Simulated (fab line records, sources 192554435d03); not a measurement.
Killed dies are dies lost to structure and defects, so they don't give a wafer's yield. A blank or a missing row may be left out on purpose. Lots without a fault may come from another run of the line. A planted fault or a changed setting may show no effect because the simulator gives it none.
Chamber matching | flow n5_finfet | N5_BEOL_M0_SAQP_STRIP_86 on rie_diel-01: 4 sister chambers
The step strips in N2/H2. 4 wafers are shown with their chamber, then 9 later ones without.

WAFERS WITH THEIR CHAMBER
wafer  | chamber | showerhead_plenum_p_Torr (Torr)
L087.4 | 2       | 3.47
L090.1 | 0       | 3.43
L090.3 | 3       | 3.46
L090.6 | 1       | 3.35

WAFERS WITHOUT THEIR CHAMBER
wafer  | showerhead_plenum_p_Torr (Torr)
L094.3 | 3.35
L094.5 | 3.47
L094.6 | 3.45
L096.1 | 3.34
L096.4 | 3.45
L096.5 | 3.43
L097.3 | 3.34
L097.4 | 3.43
L097.5 | 3.45

WHICH CHAMBER EACH WENT THROUGH
wafer  | from the rows above          | in truth
L094.3 | 1                            | 1
L094.5 | can't be placed: 2 or 3      | 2
L094.6 | can't be placed: 3 or 0 or 2 | 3
L096.1 | 1                            | 1
L096.4 | can't be placed: 3 or 0 or 2 | 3
L096.5 | 0                            | 0
L097.3 | 1                            | 1
L097.4 | 0                            | 0
L097.5 | can't be placed: 3 or 0 or 2 | 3
Placed correctly: 5 of 9. Can't be placed from these rows: 4 (the true chamber is among the candidates in 4). Placed wrongly: 0.
How it was worked out, from the rows above alone: a wafer's distance from a chamber is the root of the sum, over the readings, of the square of ((its reading less the chamber's mean) divided by the reading's scatter). The wafer belongs to the nearest chamber; if the next one is less than 2 further off, it can't be placed. A chamber's mean is the mean of its shown wafers. The scatter: with one shown wafer a chamber, the root of the mean of the squares of how far each hidden wafer lies from its nearest shown one.
